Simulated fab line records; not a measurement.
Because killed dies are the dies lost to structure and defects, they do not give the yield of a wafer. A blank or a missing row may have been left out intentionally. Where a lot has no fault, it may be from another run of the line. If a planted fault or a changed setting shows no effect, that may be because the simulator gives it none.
Split-lot study    flow n5 finfet    21 wafers read from 7 lots, route of 1938 steps

ON THE SPLIT
At N5_BEOL_M0_SAQP_COAT_87 (time 60 s, resist thk 5 nm), the setting spin rpm was moved away from the recipe's 1500 rpm on 7 of the 21 wafers read, by -6.9% to +5.7%. For the rest of the wafers, this setting stayed at what the recipe calls for.

FROM THE SPLIT TO THE READING: what the file shows between them, 3 steps
- N5_BEOL_M0_SAQP_COAT_34: resist thk 30 nm
- N5_BEOL_M0_SAQP_EBR_36
- N5_BEOL_M0_SAQP_DESCUM_45: chemistry O2, time 7 s

THE READING
etch.depth nm (the simulator's own value, which no gauge read), in nm, at N5_BEOL_M0_SAQP_ETCH_88 (etches underlayer in N2/H2, target depth 6.5 nm, time 5.2 s). The file gives no usual value for it. Here, 14 wafers ran the recipe; their average is 5.004 nm with a standard deviation of 0.013 nm.

wafer   tool, chamber at the split  spin rpm as run, rpm  against the recipe  etch.depth nm, nm  against lot-mates on the recipe
L077.1  litho track-05, 0           1500                  recipe              4.993              -
L077.4  litho track-05, 0           1500                  recipe              4.982              -
L077.6  litho track-05, 0           1396                  -6.9%               5.173              +0.185
L079.3  litho track-05, 0           1500                  recipe              5.014              -
L079.5  litho track-05, 0           1500                  recipe              5.009              -
L079.6  litho track-05, 0           1500                  recipe              5.01               -
L080.2  litho track-05, 0           1500                  recipe              5.014              -
L080.3  litho track-05, 0           1425                  -5.0%               5.118              +0.104
L080.4  litho track-05, 0           1425                  -5.0%               5.135              +0.121
L083.3  litho track-04, 0           1500                  recipe              5                  -
L083.4  litho track-04, 0           1500                  recipe              5.032              -
L083.5  litho track-04, 0           1500                  recipe              5.003              -
L085.1  litho track-05, 0           1500                  recipe              4.995              -
L085.5  litho track-05, 0           1500                  recipe              5                  -
L085.6  litho track-05, 0           1500                  recipe              4.99               -
L088.1  litho track-04, 0           1500                  recipe              5.02               -
L088.5  litho track-04, 0           1500                  recipe              5                  -
L088.6  litho track-04, 0           1586                  +5.7%               4.88               -0.130
L090.1  litho track-04, 0           1396                  -6.9%               5.197              no lot-mate on the recipe
L090.3  litho track-04, 0           1396                  -6.9%               5.19               no lot-mate on the recipe
L090.4  litho track-04, 0           1396                  -6.9%               5.196              no lot-mate on the recipe

FIT RESULTS
A straight line over all 21 wafers: etch.depth nm changes by -0.0254 nm for each +1% of spin rpm; r = -0.99; the points scatter about the line by 0.013 nm.
The same after taking each lot's own level away (the mean of its wafers on the recipe; 18 wafers): -0.0241 nm for each +1%; r = -0.99; scatter 0.01 nm.
That fit puts the effect of the largest move of spin rpm on the reading at 0.17 nm.
From 4.9875 to 5.0140 nm: that is the span of the lots' own levels, equal to 2.1 times the standard deviation above.
Hence the lot-to-lot level has little effect on the slope; both slopes agree.
Check: for one of the wafers moved furthest among these (-6.9%), held out of the fit, the line's prediction against its lot-mates is +0.156 nm. Against them it came out at +0.185 nm.

THE OTHER SPLITS THESE WAFERS WENT THROUGH
These wafers also went through other splits before the reading. Each is held against what the fit with the lots' levels taken away leaves over:
other split on the same wafers   wafers away from the commonest value  r with etch.depth nm (lot level and that fit taken away)
N5_BEOL_M0_SAQP_ETCH_107 bias w  9                                     +0.24

THE FILE'S OWN FIT
etch.depth nm changes by -0.0245 nm for each +1% of spin rpm, r = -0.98.
